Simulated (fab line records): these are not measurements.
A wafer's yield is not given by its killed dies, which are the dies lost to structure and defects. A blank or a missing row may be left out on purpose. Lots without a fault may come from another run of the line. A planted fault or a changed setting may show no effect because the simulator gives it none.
Chamber matching | flow nand_harc | NHARC_A_STAIRCASE_DEP_156 on pecvd-03 has 3 sister chambers
The step deposits SiNx, target thk 50 nm. 3 wafers are shown with their chamber, then 11 later ones without.

== WAFERS PAIRED WITH THEIR CHAMBERS ==
wafer  | chamber | heater_power_w (W)
L083.5 | 2       | 1020
L085.4 | 1       | 726
L086.2 | 0       | 617

== WAFERS WITH NO CHAMBER GIVEN ==
wafer  | heater_power_w (W)
L086.4 | 632
L086.5 | 734
L090.2 | 1028
L090.5 | 744
L090.6 | 730
L097.3 | 645
L097.4 | 567
L097.6 | 641
L096.2 | 951
L096.3 | 697
L096.6 | 665

== WHICH CHAMBER EACH ONE RAN IN ==
wafer  | from the rows above     | in truth
L086.4 | 0                       | 0
L086.5 | 1                       | 1
L090.2 | 2                       | 2
L090.5 | 1                       | 1
L090.6 | 1                       | 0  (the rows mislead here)
L097.3 | can't be placed: 0 or 1 | 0
L097.4 | 0                       | 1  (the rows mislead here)
L097.6 | can't be placed: 0 or 1 | 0
L096.2 | 2                       | 2
L096.3 | can't be placed: 1 or 0 | 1
L096.6 | can't be placed: 0 or 1 | 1
Correct placement for 5 of the 11. Can't be placed from these rows: 4 (the true chamber is among the candidates in 4). Wrongly placed: 2.
How it was worked out, from the rows above alone: a wafer's distance from a chamber is the root of the sum, over the readings, of the square of ((its reading less the chamber's mean) divided by the reading's scatter). If the next closest chamber is less than 2 further off than the closest, the wafer can't be placed; otherwise it belongs to the closest. The mean given for a chamber averages the wafers shown for that chamber. The scatter: root of mean squared gap, hidden wafer to nearest shown wafer, with one shown wafer a chamber.
